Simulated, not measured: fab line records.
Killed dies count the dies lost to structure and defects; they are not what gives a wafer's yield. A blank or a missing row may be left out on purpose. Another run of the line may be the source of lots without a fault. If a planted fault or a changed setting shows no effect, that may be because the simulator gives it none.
fab line records | flow nandHarc | part 1 of 2: steps 1 to 27 of 33
record: lots: 5 | wafers: 15 | lastDay: 30
route steps=1302 shown A_ONON_D1@440 A_CHANNEL_HOLE_D1@450
lots untouched by any fault: they come from a run of this same line in which no faults occurred
startH: the number of hours between the record's first day and the start of the first shown wafer of the lot | waitH: hours from the lot's prior step to this one | " same as the row above | L1.1+2: a single row standing in for several wafers | - value missing, or start not given | * or withheld: withheld | < > ~ a bound
route shown NAME@n: NAME is a module with steps in the file, n the number in the route of the first one | usual: the fault-free wafers' mean and standard deviation | same: alike in all rows | chamber/n: place in a boat | sites: each site's reading | _std_site: standard deviation of those values | _edge_site: the outer-site mean with the inner-site mean subtracted | radiusMm: for every site, how far away it sits from the centre of the wafer | mask NAME#n: copy n | behind: the last tool/chamber to shape the wafer | hold: cause of the lot's hold/its duration in hours/its outcome | device: transistor that didn't switch, given as n, p or np | end of line: tests run on the same wafers once the route is complete | a step given without rows: its recipe and nothing more | killed: the dies lost at the first sort to structure and to defects; this is not the yield of the wafer | map: a wafer's dies, marking killed ones x, the rest . and places with no die _
set.NAME: the run value of the setting; set.NAME@STEP: its run value at that earlier step | model.NAME: the simulator's own value behind a step, which no gauge read
a table for each step, a row for each wafer; lots at some steps of the route
services: from which hour (startH, from the record's first day; less than 0 if before it) a tool's chamber was out of use, for how many hours, and why
== steps ==
step: NHARC_A_ONON_D1_DEP_22
recipe: targetThkA: 10000 | n2FlowSccm: 2750 | n2oFlowSccm: 2000 | nh3FlowSccm: 500 | sih4FlowSccm: 210 | tempC: 400
lot.wafer  | tool         | chamber | startH | waitH
L075.1+3+6 | pecvdOnon-02 | 0       | 175.31 | 0.1
L077.1+4+6 | pecvdOnon-02 | 0       | 202.84 | 0.1
L082.1+2+6 | pecvdOnon-02 | 0       | 254.94 | 0.1
L085.1+2+3 | pecvdOnon-04 | 0       | 276.03 | 0.1
L088.2+3+6 | pecvdOnon-02 | 0       | 323.36 | 0.1
step: NHARC_A_ONON_D1_THK_MEAS_24
recipe: thkMeasGauge: ellipsometry
usual: thkNm: 1003/9.1
lot.wafer | tool         | chamber | startH | waitH | thkNm
L075.1    | filmMetro-01 | -       | 175.83 | -     | 1002
L075.3    | "            | -       | "      | "     | 1001
L075.6    | "            | -       | "      | "     | 1000
L077.1    | filmMetro-01 | -       | 203.35 | -     | 996
L077.4    | "            | -       | "      | "     | 997
L077.6    | "            | -       | "      | "     | 995
L082.1    | filmMetro-01 | -       | 255.45 | -     | 1014
L082.2    | "            | -       | "      | "     | 1013
L082.6    | "            | -       | "      | "     | 1015
L085.1    | filmMetro-01 | -       | 276.54 | -     | 1019
L085.2    | "            | -       | "      | "     | 1021
L085.3    | "            | -       | "      | "     | 1021
L088.2    | filmMetro-02 | -       | 323.81 | -     | 994
L088.3    | "            | -       | "      | "     | 993
L088.6    | "            | -       | "      | "     | 992
step: NHARC_A_ONON_D1_DEP_25
recipe: targetThkA: 10000 | n2FlowSccm: 2750 | n2oFlowSccm: 2000 | nh3FlowSccm: 500 | sih4FlowSccm: 210 | tempC: 400
lot.wafer  | tool         | chamber | startH | waitH
L075.1+3+6 | pecvdOnon-04 | 0       | 175.88 | 0.1
L077.1+4+6 | pecvdOnon-01 | 0       | 203.41 | 0.1
L082.1+2+6 | pecvdOnon-01 | 0       | 255.51 | 0.1
L085.1+2+3 | pecvdOnon-04 | 0       | 276.59 | 0.1
L088.2+3+6 | pecvdOnon-02 | 0       | 323.93 | 0.1
step: NHARC_A_ONON_D1_THK_MEAS_27
recipe: thkMeasGauge: ellipsometry
usual: thkNm: 998/11
lot.wafer | tool         | chamber | startH | waitH | thkNm
L075.1    | filmMetro-02 | -       | 176.40 | -     | 1002
L075.3    | "            | -       | "      | "     | 1001
L075.6    | "            | -       | "      | "     | 1003
L077.1    | filmMetro-01 | -       | 203.92 | -     | 992
L077.4    | "            | -       | "      | "     | 993
L077.6    | "            | -       | "      | "     | 995
L082.1    | filmMetro-02 | -       | 256.02 | -     | 1003
L082.2    | "            | -       | "      | "     | 1002
L082.6    | "            | -       | "      | "     | 1003
L085.1    | filmMetro-02 | -       | 277.13 | -     | 987
L085.2    | "            | -       | "      | "     | 989
L085.3    | "            | -       | "      | "     | 986
L088.2    | filmMetro-02 | -       | 324.39 | -     | 1016
L088.3    | "            | -       | "      | "     | 1014
L088.6    | "            | -       | "      | "     | 1014
step: NHARC_A_ONON_D1_DEP_28
recipe: targetThkA: 10000 | n2FlowSccm: 2750 | n2oFlowSccm: 2000 | nh3FlowSccm: 500 | sih4FlowSccm: 210 | tempC: 400
lot.wafer  | tool         | chamber | startH | waitH
L075.1+3+6 | pecvdOnon-01 | 0       | 176.45 | 0.1
L077.1+4+6 | pecvdOnon-04 | 0       | 203.97 | 0.1
L082.1+2+6 | pecvdOnon-04 | 0       | 256.07 | 0.1
L085.1+2+3 | pecvdOnon-04 | 0       | 277.19 | 0.1
L088.2+3+6 | pecvdOnon-02 | 0       | 324.50 | 0.1
step: NHARC_A_ONON_D1_THK_MEAS_30
recipe: thkMeasGauge: ellipsometry
usual: thkNm: 1000/8.2
lot.wafer | tool         | chamber | startH | waitH | thkNm
L075.1    | filmMetro-01 | -       | 176.97 | -     | 1007
L075.3    | "            | -       | "      | "     | 1006
L075.6    | "            | -       | "      | "     | 1005
L077.1    | filmMetro-02 | -       | 204.48 | -     | 1011
L077.4    | "            | -       | "      | "     | 1009
L077.6    | "            | -       | "      | "     | 1010
L082.1    | filmMetro-02 | -       | 256.59 | -     | 991
L082.2    | "            | -       | "      | "     | 994
L082.6    | "            | -       | "      | "     | 993
L085.1    | filmMetro-01 | -       | 277.70 | -     | 991
L085.2    | "            | -       | "      | "     | 988
L085.3    | "            | -       | "      | "     | 988
L088.2    | filmMetro-01 | -       | 324.95 | -     | 997
L088.3    | "            | -       | "      | "     | 998
L088.6    | "            | -       | "      | "     | 997
step: NHARC_A_ONON_D1_DEP_33
recipe: targetThkA: 2000 | tempC: 400 | pressureTorr: 6.5 | rfW: 900 | teosFlowSccm: 161.4 | flowSccm: 2650 | targetThkNm: 200 | gas: O2 | material: SiO2
usual: heaterPowerW: 526/95 | throttleValvePct: 16.0/0.56
lot.wafer | tool     | chamber | startH | waitH | heaterPowerW | throttleValvePct
L075.3    | pecvd-01 | 2       | 177.03 | 0.1   | 438          | 16.2
L075.1    | "        | 1       | "      | "     | 510          | 16.4
L075.6    | "        | 2       | "      | "     | 432          | 16.4
L077.1    | pecvd-03 | 0       | 204.63 | 0.1   | 597          | 16.1
L077.6    | "        | 2       | "      | "     | 422          | 15.3
L077.4    | "        | 0       | "      | "     | 628          | 15.6
L082.1    | pecvd-02 | 0       | 256.65 | 0.1   | 525          | 16.8
L082.2    | "        | 1       | "      | "     | 554          | 16.2
L082.6    | "        | 1       | "      | "     | 544          | 16.4
L085.1    | pecvd-01 | 1       | 277.97 | 0.3   | 573          | 16.4
L085.3    | "        | 2       | "      | "     | 463          | 16.5
L085.2    | "        | 0       | "      | "     | 478          | 16.5
L088.2    | pecvd-02 | 1       | 325.05 | 0.1   | 484          | 16.4
L088.3    | "        | 2       | "      | "     | 582          | 15.7
L088.6    | "        | 1       | "      | "     | 499          | 16.4
step: NHARC_A_ONON_D1_THK_MEAS_34
recipe: thkMeasGauge: ellipsometry
usual: thkNm: 200.1/2.9
lot.wafer | tool         | chamber | startH | waitH | thkNm
L075.1    | filmMetro-02 | -       | 177.44 | -     | 199.2
L075.3    | "            | -       | "      | "     | 198.9
L075.6    | "            | -       | "      | "     | 203.6
L077.1    | filmMetro-02 | -       | 204.96 | -     | 199.3
L077.4    | "            | -       | "      | "     | 206.3
L077.6    | "            | -       | "      | "     | 204.5
L082.1    | filmMetro-02 | -       | 257.06 | -     | 196.8
L082.2    | "            | -       | "      | "     | 193.3
L082.6    | "            | -       | "      | "     | 197.6
L085.1    | filmMetro-02 | -       | 278.39 | -     | 199.1
L085.2    | "            | -       | "      | "     | 202.6
L085.3    | "            | -       | "      | "     | 196.2
L088.2    | filmMetro-01 | -       | 325.42 | -     | 194.0
L088.3    | "            | -       | "      | "     | 195.8
L088.6    | "            | -       | "      | "     | 201.8
step: NHARC_A_ONON_D1_INSPECT_32
usual: rawDefectCount: 75/30
lot.wafer | tool             | chamber | startH | waitH | rawDefectCount
L075.1    | defectInspect-02 | -       | 177.50 | 0.0   | 51
L075.3    | "                | -       | "      | "     | 90
L075.6    | "                | -       | "      | "     | 120
L077.1    | defectInspect-02 | -       | 205.04 | 0.0   | 137
L077.4    | "                | -       | "      | "     | 103
L077.6    | "                | -       | "      | "     | 69
L082.1    | defectInspect-02 | -       | 257.14 | 0.0   | 58
L082.2    | "                | -       | "      | "     | 44
L082.6    | "                | -       | "      | "     | 58
L085.1    | defectInspect-01 | -       | 278.48 | 0.0   | 104
L085.2    | "                | -       | "      | "     | 131
L085.3    | "                | -       | "      | "     | 66
L088.2    | defectInspect-01 | -       | 325.48 | 0.0   | 68
L088.3    | "                | -       | "      | "     | 147
L088.6    | "                | -       | "      | "     | 282
step: NHARC_A_CHANNEL_HOLE_D1_DEP_00
recipe: targetThkA: 31000 | tempC: 400 | material: aC
usual: throttleValvePct: 35.001/0.0091
lot.wafer | tool      | chamber | startH | waitH | throttleValvePct
L075.1    | aclDep-01 | 0       | 177.57 | 0.1   | 34.996
L075.3    | "         | 0       | "      | "     | 35.004
L075.6    | "         | 0       | "      | "     | 35.006
L077.1    | aclDep-02 | 0       | 205.59 | 0.5   | 35.014
L077.4    | "         | 0       | "      | "     | 35.006
L077.6    | "         | 0       | "      | "     | 35.004
L082.1    | aclDep-02 | 0       | 259.07 | 1.9   | 34.997
L082.2    | "         | 0       | "      | "     | 34.998
L082.6    | "         | 0       | 260.66 | 3.5   | 34.999
L085.1    | aclDep-03 | 0       | 279.31 | 0.8   | 35.013
L085.2    | "         | 0       | "      | "     | 34.990
L085.3    | "         | 0       | "      | "     | 34.995
L088.2    | aclDep-01 | 0       | 325.87 | 0.4   | 34.987
L088.3    | "         | 0       | "      | "     | 34.983
L088.6    | "         | 0       | "      | "     | 34.998
step: NHARC_A_CHANNEL_HOLE_D1_DEP_01
recipe: targetThkA: 1400 | targetThkNm: 140 | tempC: 400 | pressureTorr: 3.5 | flowSccm: 200 | rfW: 350 | material: SiON
usual: heaterPowerW: 713/83
lot.wafer | tool     | chamber | startH | waitH | heaterPowerW
L075.3    | pecvd-04 | 1       | 179.51 | 1.0   | 821
L075.1    | "        | 0       | "      | "     | 719
L075.6    | "        | 0       | "      | "     | 728
L077.1    | pecvd-02 | 0       | 207.53 | 1.6   | 652
L077.6    | "        | 0       | "      | "     | 659
L077.4    | "        | 2       | "      | "     | 672
L082.2    | pecvd-02 | 2       | 261.00 | 1.3   | 673
L082.1    | "        | 1       | "      | "     | 668
L082.6    | "        | 0       | "      | "     | 633
L085.3    | pecvd-02 | 1       | 281.40 | 1.1   | 640
L085.1    | "        | 2       | "      | "     | 761
L085.2    | "        | 0       | "      | "     | 711
L088.2    | pecvd-03 | 1       | 327.49 | 1.3   | 911
L088.3    | "        | 0       | "      | "     | 732
L088.6    | "        | 2       | "      | "     | 576
step: NHARC_A_CHANNEL_HOLE_D1_DEHYDRATE_02
recipe: tempC: 150 | timeS: 120
lot.wafer  | tool          | chamber | startH | waitH
L075.1+3+6 | lithoTrack-01 | 0       | 179.78 | 0.2
L077.1+4+6 | lithoTrack-01 | 0       | 207.80 | 0.2
L082.1+2+6 | lithoTrack-01 | 0       | 261.27 | 0.2
L085.1+2+3 | lithoTrack-01 | 0       | 281.67 | 0.2
L088.2+3+6 | lithoTrack-04 | 0       | 327.75 | 0.2
step: NHARC_A_CHANNEL_HOLE_D1_HMDS_03
recipe: timeS: 30
lot.wafer  | tool          | chamber | startH | waitH
L075.1+3+6 | lithoTrack-01 | 0       | -      | -
L077.1+4+6 | lithoTrack-01 | 0       | -      | -
L082.1+2+6 | lithoTrack-01 | 0       | -      | -
L085.1+2+3 | lithoTrack-01 | 0       | -      | -
L088.2+3+6 | lithoTrack-04 | 0       | -      | -
step: NHARC_A_CHANNEL_HOLE_D1_COAT_36
recipe: tempC: 260 | timeS: 75
lot.wafer  | tool          | chamber | startH | waitH
L075.1+3+6 | lithoTrack-01 | 0       | -      | -
L077.1+4+6 | lithoTrack-01 | 0       | -      | -
L082.1+2+6 | lithoTrack-01 | 0       | -      | -
L085.1+2+3 | lithoTrack-01 | 0       | -      | -
L088.2+3+6 | lithoTrack-04 | 0       | -      | -
step: NHARC_A_CHANNEL_HOLE_D1_COAT_37
recipe: tempC: 225 | timeS: 65
lot.wafer  | tool          | chamber | startH | waitH
L075.1+3+6 | lithoTrack-01 | 0       | -      | -
L077.1+4+6 | lithoTrack-01 | 0       | -      | -
L082.1+2+6 | lithoTrack-01 | 0       | -      | -
L085.1+2+3 | lithoTrack-01 | 0       | -      | -
L088.2+3+6 | lithoTrack-04 | 0       | -      | -
step: NHARC_A_CHANNEL_HOLE_D1_COAT_04
recipe: spinRpm: 1500 | resistThkNm: 90
lot.wafer  | tool          | chamber | startH | waitH
L075.1+3+6 | lithoTrack-01 | 0       | -      | -
L077.1+4+6 | lithoTrack-01 | 0       | -      | -
L082.1+2+6 | lithoTrack-01 | 0       | -      | -
L085.1+2+3 | lithoTrack-01 | 0       | -      | -
L088.2+3+6 | lithoTrack-04 | 0       | -      | -
step: NHARC_A_CHANNEL_HOLE_D1_SOFTBAKE_05
recipe: tempC: 105 | timeS: 55
lot.wafer  | tool          | chamber | startH | waitH
L075.1+3+6 | lithoTrack-01 | 0       | -      | -
L077.1+4+6 | lithoTrack-01 | 0       | -      | -
L082.1+2+6 | lithoTrack-01 | 0       | -      | -
L085.1+2+3 | lithoTrack-01 | 0       | -      | -
L088.2+3+6 | lithoTrack-04 | 0       | -      | -
step: NHARC_A_CHANNEL_HOLE_D1_EBR_06
lot.wafer  | tool          | chamber | startH | waitH
L075.1+3+6 | lithoTrack-01 | 0       | -      | -
L077.1+4+6 | lithoTrack-01 | 0       | -      | -
L082.1+2+6 | lithoTrack-01 | 0       | -      | -
L085.1+2+3 | lithoTrack-01 | 0       | -      | -
L088.2+3+6 | lithoTrack-04 | 0       | -      | -
step: NHARC_A_CHANNEL_HOLE_D1_EXPOSE_07
recipe: na: 1.35 | targetCdNm: 100 | sigmaOuter: 0.3 | doseMj: 59.65 | maskId: HOLE_D1
same: sigmaOuter: 0.3
lot.wafer  | tool           | chamber | startH | waitH | mask
L075.1+3+6 | arfiScanner-03 | 0       | 180.21 | -     | HOLE_D1#0
L077.1+4+6 | arfiScanner-02 | 0       | 207.99 | -     | HOLE_D1#0
L082.1+2+6 | arfiScanner-03 | 0       | 261.46 | -     | HOLE_D1#0
L085.1+2+3 | arfiScanner-02 | 0       | 281.98 | -     | HOLE_D1#0
L088.2+3+6 | arfiScanner-03 | 0       | 328.20 | -     | HOLE_D1#0
step: NHARC_A_CHANNEL_HOLE_D1_PEB_08
recipe: pebTempC: 100 | pebTimeS: 65
lot.wafer  | tool          | chamber | startH | waitH
L075.1+3+6 | lithoTrack-01 | 0       | 180.28 | 0.1
L077.1+4+6 | lithoTrack-01 | 0       | 208.05 | 0.1
L082.1+2+6 | lithoTrack-04 | 0       | 261.52 | 0.1
L085.1+2+3 | lithoTrack-06 | 0       | 282.04 | 0.1
L088.2+3+6 | lithoTrack-06 | 0       | 328.26 | 0.1
step: NHARC_A_CHANNEL_HOLE_D1_DEVELOP_09
recipe: developTimeS: 35 | devTempC: 23
usual: developerTempC: 23.01/0.13
lot.wafer | tool          | chamber | startH | waitH | developerTempC
L075.1    | lithoTrack-01 | 0       | -      | -     | 23.04
L075.3    | "             | 0       | "      | "     | 23.20
L075.6    | "             | 0       | "      | "     | 22.75
L077.1    | lithoTrack-01 | 0       | -      | -     | 23.01
L077.4    | "             | 0       | "      | "     | 23.02
L077.6    | "             | 0       | "      | "     | 22.85
L082.1    | lithoTrack-04 | 0       | -      | -     | 22.93
L082.2    | "             | 0       | "      | "     | 22.77
L082.6    | "             | 0       | "      | "     | 22.85
L085.1    | lithoTrack-06 | 0       | -      | -     | 23.02
L085.2    | "             | 0       | "      | "     | 23.09
L085.3    | "             | 0       | "      | "     | 23.03
L088.2    | lithoTrack-06 | 0       | -      | -     | 22.97
L088.3    | "             | 0       | "      | "     | 22.89
L088.6    | "             | 0       | "      | "     | 23.06
step: NHARC_A_CHANNEL_HOLE_D1_CD_MEAS_10
recipe: targetCdNm: 100 | landingEnergyEv: 500
usual: cdNm: 100.1/0.51
lot.wafer | tool     | chamber | startH | waitH | cdNm
L075.1    | cdSem-03 | 0       | 180.36 | -     | 100.4
L075.3    | "        | 0       | "      | "     | 100.7
L075.6    | "        | 0       | "      | "     | 101.1
L077.1    | cdSem-03 | 0       | 208.12 | -     | 99.5
L077.4    | "        | 0       | "      | "     | 99.5
L077.6    | "        | 0       | "      | "     | 100.1
L082.1    | cdSem-02 | 0       | 261.60 | -     | 100.2
L082.2    | "        | 0       | "      | "     | 99.7
L082.6    | "        | 0       | "      | "     | 99.7
L085.1    | cdSem-01 | 0       | 282.12 | -     | 100.7
L085.2    | "        | 0       | "      | "     | 99.7
L085.3    | "        | 0       | "      | "     | 100.3
L088.2    | cdSem-01 | 0       | 328.34 | -     | 100.0
L088.3    | "        | 0       | "      | "     | 99.7
L088.6    | "        | 0       | "      | "     | 100.2
step: NHARC_A_CHANNEL_HOLE_D1_OVL_MEAS_11
usual: overlayXNm: 0.3/0.82 | overlayYNm: 0.0/0.83
lot.wafer | tool       | chamber | startH | waitH | overlayXNm | overlayYNm
L075.1    | overlay-02 | -       | 180.45 | -     | 0.1        | -0.2
L075.3    | "          | -       | "      | "     | 0.1        | -0.8
L075.6    | "          | -       | "      | "     | -0.4       | 0.1
L077.1    | overlay-02 | -       | 208.21 | -     | 1.0        | -1.2
L077.4    | "          | -       | "      | "     | 1.4        | -1.6
L077.6    | "          | -       | "      | "     | 1.1        | -1.5
L082.1    | overlay-02 | -       | 261.69 | -     | -0.6       | 0.9
L082.2    | "          | -       | "      | "     | -0.6       | 1.0
L082.6    | "          | -       | "      | "     | -1.1       | 1.0
L085.1    | overlay-02 | -       | 282.21 | -     | 1.0        | 0.3
L085.2    | "          | -       | "      | "     | 0.9        | 0.5
L085.3    | "          | -       | "      | "     | 0.5        | -0.1
L088.2    | overlay-02 | -       | 328.42 | -     | 1.2        | -1.0
L088.3    | "          | -       | "      | "     | 1.2        | -0.1
L088.6    | "          | -       | "      | "     | 0.4        | -0.1
step: NHARC_A_CHANNEL_HOLE_D1_INSPECT_12
usual: rawDefectCount: 6/3.3
lot.wafer | tool             | chamber | startH | waitH | rawDefectCount
L075.1    | defectInspect-02 | -       | 180.48 | 0.0   | 1
L075.3    | "                | -       | "      | "     | 4
L075.6    | "                | -       | "      | "     | 7
L077.1    | defectInspect-02 | -       | 208.25 | 0.0   | 7
L077.4    | "                | -       | "      | "     | 5
L077.6    | "                | -       | "      | "     | 6
L082.1    | defectInspect-01 | -       | 261.72 | 0.0   | 3
L082.2    | "                | -       | "      | "     | 4
L082.6    | "                | -       | "      | "     | 3
L085.1    | defectInspect-02 | -       | 282.24 | 0.0   | 4
L085.2    | "                | -       | "      | "     | 10
L085.3    | "                | -       | "      | "     | 6
L088.2    | defectInspect-02 | -       | 328.46 | 0.0   | 5
L088.3    | "                | -       | "      | "     | 8
L088.6    | "                | -       | "      | "     | 15
step: NHARC_A_CHANNEL_HOLE_D1_DESCUM_15
recipe: timeS: 3 | o2FlowSccm: 200 | arFlowSccm: 0 | biasPowerW: 0 | chemistry: O2
usual: drypumpMotorCurrentA: 5.7/0.34 | o2FlowSccm: 199.9/0.62 | oesProductAu: 1.003/0.0085 | rfVppV: 58.1/0.96 | showerheadPlenumPTorr: 1.98/0.053 | throttleValvePct: 11.310/0.0089
lot.wafer | tool       | chamber | startH | waitH | drypumpMotorCurrentA | o2FlowSccm | oesProductAu | rfHoursCounterH | rfVppV | showerheadPlenumPTorr | throttleValvePct
L075.1    | rieDiel-08 | 3       | 180.56 | 0.1   | 5.8                  | 199.8      | 1.001        | 52              | 56.9   | 1.77                  | 11.306
L075.3    | "          | 0       | "      | "     | 6.2                  | 199.9      | 0.995        | 53              | 58.6   | 1.96                  | 11.325
L075.6    | "          | 1       | "      | "     | 5.9                  | 200.2      | 0.984        | -               | 56.9   | 1.77                  | 11.313
L077.1    | rieDiel-11 | 3       | 208.31 | 0.1   | 6.0                  | 200.5      | 1.013        | 11              | 57.8   | 2.02                  | 11.294
L077.4    | "          | 2       | "      | "     | 5.2                  | 200.4      | 0.998        | 10              | 57.4   | 2.01                  | 11.313
L077.6    | "          | 3       | "      | "     | 5.9                  | 200.5      | 1.011        | -               | 59.6   | 2.02                  | 11.305
L082.1    | rieDiel-07 | 0       | 261.80 | 0.1   | 6.3                  | 200.1      | 0.992        | 47              | 58.9   | 1.84                  | 11.289
L082.2    | "          | 1       | "      | "     | 5.9                  | 199.5      | 1.011        | 44              | 58.3   | 1.90                  | 11.316
L082.6    | "          | 3       | "      | "     | 4.9                  | 200.3      | 0.997        | -               | 57.1   | 1.99                  | 11.302
L085.3    | rieDiel-11 | 3       | 282.31 | 0.1   | 6.0                  | 199.4      | 0.999        | 2               | 59.5   | 2.01                  | 11.305
L085.1    | "          | 1       | "      | "     | 6.0                  | 201.3      | 1.001        | 2               | 57.9   | 2.01                  | 11.316
L085.2    | "          | 2       | "      | "     | 5.2                  | 200.3      | 0.991        | 2               | 58.5   | 2.00                  | 11.312
L088.2    | rieDiel-08 | 2       | 328.53 | 0.1   | 5.6                  | 199.9      | 0.998        | 36              | 58.4   | 1.93                  | 11.308
L088.3    | "          | 3       | "      | "     | 5.8                  | 199.5      | 0.992        | 24              | 59.5   | 2.07                  | 11.310
L088.6    | "          | 2       | "      | "     | 5.6                  | 200.1      | 1.003        | -               | 59.2   | 1.93                  | 11.312
step: NHARC_A_CHANNEL_HOLE_D1_ETCH_38
recipe: targetDepthA: 390 | overEtchFrac: 0.3 | timeS: 65 | ionEnergyEv: 80 | cf4FlowSccm: 150 | arFlowSccm: 0 | rfW: 300 | biasW: 100 | chemistry: CF4
usual: cf4FlowSccm: 150.0/0.42 | drypumpMotorCurrentA: 5.7/0.34 | oesProductAu: 1.004/0.007 | rfVppV: 152.0/0.98 | showerheadPlenumPTorr: 1.83/0.047 | throttleValvePct: 13.284/0.0084
same: overEtchFrac: 0.3
lot.wafer | tool       | chamber | startH | waitH | cf4FlowSccm | drypumpMotorCurrentA | oesProductAu | rfHoursCounterH | rfVppV | showerheadPlenumPTorr | throttleValvePct
L075.1    | rieDiel-08 | 3       | 180.63 | 0.1   | 150.7       | 5.8                  | 1.000        | 52              | 149.3  | 1.64                  | 13.297
L075.3    | "          | 0       | "      | "     | 149.7       | 6.2                  | 1.011        | 53              | 150.7  | 1.81                  | 13.280
L075.6    | "          | 3       | "      | "     | 150.1       | 5.8                  | 1.000        | -               | 149.0  | 1.64                  | 13.284
L077.4    | rieDiel-11 | 2       | 208.40 | 0.1   | 149.5       | 5.2                  | 1.009        | 10              | 152.6  | 1.85                  | 13.292
L077.1    | "          | 3       | "      | "     | 149.9       | 6.0                  | 1.014        | 11              | 153.3  | 1.86                  | 13.303
L077.6    | "          | 3       | "      | "     | 150.1       | 6.0                  | 1.012        | -               | 152.4  | 1.86                  | 13.288
L082.2    | rieDiel-07 | 0       | 261.87 | 0.1   | 149.5       | 6.3                  | 0.998        | 47              | 152.4  | 1.71                  | 13.272
L082.1    | "          | 2       | "      | "     | 150.2       | 6.2                  | 0.999        | 46              | 153.7  | 1.85                  | 13.288
L082.6    | "          | 0       | "      | "     | 150.2       | 6.3                  | 0.989        | -               | 151.3  | 1.71                  | 13.278
L085.2    | rieDiel-11 | 2       | 282.39 | 0.1   | 151.0       | 5.2                  | 1.006        | 2               | 152.0  | 1.85                  | 13.270
L085.1    | "          | 3       | "      | "     | 149.7       | 6.0                  | 0.996        | 2               | 152.0  | 1.86                  | 13.281
L085.3    | "          | 0       | "      | "     | 150.0       | 5.5                  | 0.997        | 2               | 151.1  | 1.78                  | 13.292
L088.3    | rieDiel-08 | 1       | 328.61 | 0.1   | 149.4       | 5.9                  | 1.003        | 37              | 151.0  | 1.90                  | 13.286
L088.2    | "          | 0       | "      | "     | 150.3       | 6.2                  | 1.010        | 37              | 150.8  | 1.80                  | 13.293
L088.6    | "          | 1       | "      | "     | 150.0       | 5.9                  | 0.997        | -               | 152.5  | 1.90                  | 13.284
step: NHARC_A_CHANNEL_HOLE_D1_ETCH_39
recipe: targetDepthA: 2600 | overEtchFrac: 0.3 | timeS: 325 | ionEnergyEv: 200 | n2FlowSccm: 150 | h2FlowSccm: 150 | arFlowSccm: 0 | rfW: 400 | biasW: 150 | chemistry: N2/H2
usual: drypumpMotorCurrentA: 5.7/0.33 | oesProductAu: 1.001/0.0079 | rfVppV: 432.5/1.7 | showerheadPlenumPTorr: 2.11/0.06 | throttleValvePct: 14.172/0.01
same: overEtchFrac: 0.3
lot.wafer | tool       | chamber | startH | waitH | drypumpMotorCurrentA | oesProductAu | rfHoursCounterH | rfVppV | showerheadPlenumPTorr | throttleValvePct
L075.3    | rieDiel-08 | 3       | -      | -     | 5.8                  | 1.001        | 53              | 427.8  | 1.88                  | 14.175
L075.1    | "          | 0       | "      | "     | 6.2                  | 1.001        | 53              | 433.6  | 2.09                  | 14.155
L075.6    | "          | 2       | "      | "     | 5.6                  | 1.007        | -               | 433.4  | 2.08                  | 14.176
L077.1    | rieDiel-11 | 0       | -      | -     | 5.5                  | 0.984        | 11              | 432.1  | 2.05                  | 14.165
L077.4    | "          | 2       | "      | "     | 5.2                  | 0.991        | 10              | 432.5  | 2.14                  | 14.172
L077.6    | "          | 1       | "      | "     | 6.0                  | 1.006        | -               | 433.9  | 2.15                  | 14.166
L082.1    | rieDiel-07 | 2       | -      | -     | 6.2                  | 0.993        | 47              | 433.5  | 2.14                  | 14.175
L082.2    | "          | 3       | "      | "     | 4.9                  | 0.991        | 45              | 432.2  | 2.13                  | 14.162
L082.6    | "          | 1       | "      | "     | 5.9                  | 0.999        | -               | 430.7  | 2.03                  | 14.153
L085.1    | rieDiel-11 | 3       | -      | -     | 6.0                  | 0.993        | 2               | 432.4  | 2.15                  | 14.161
L085.2    | "          | 1       | "      | "     | 6.0                  | 0.992        | 2               | 433.5  | 2.15                  | 14.180
L085.3    | "          | 2       | "      | "     | 5.2                  | 1.003        | 2               | 434.1  | 2.14                  | 14.168
L088.3    | rieDiel-08 | 0       | -      | -     | 6.2                  | 1.010        | 37              | 432.5  | 2.08                  | 14.177
L088.2    | "          | 1       | "      | "     | 5.9                  | 0.996        | 37              | 434.7  | 2.20                  | 14.176
L088.6    | "          | 0       | "      | "     | 6.2                  | 1.000        | -               | 431.8  | 2.08                  | 14.177
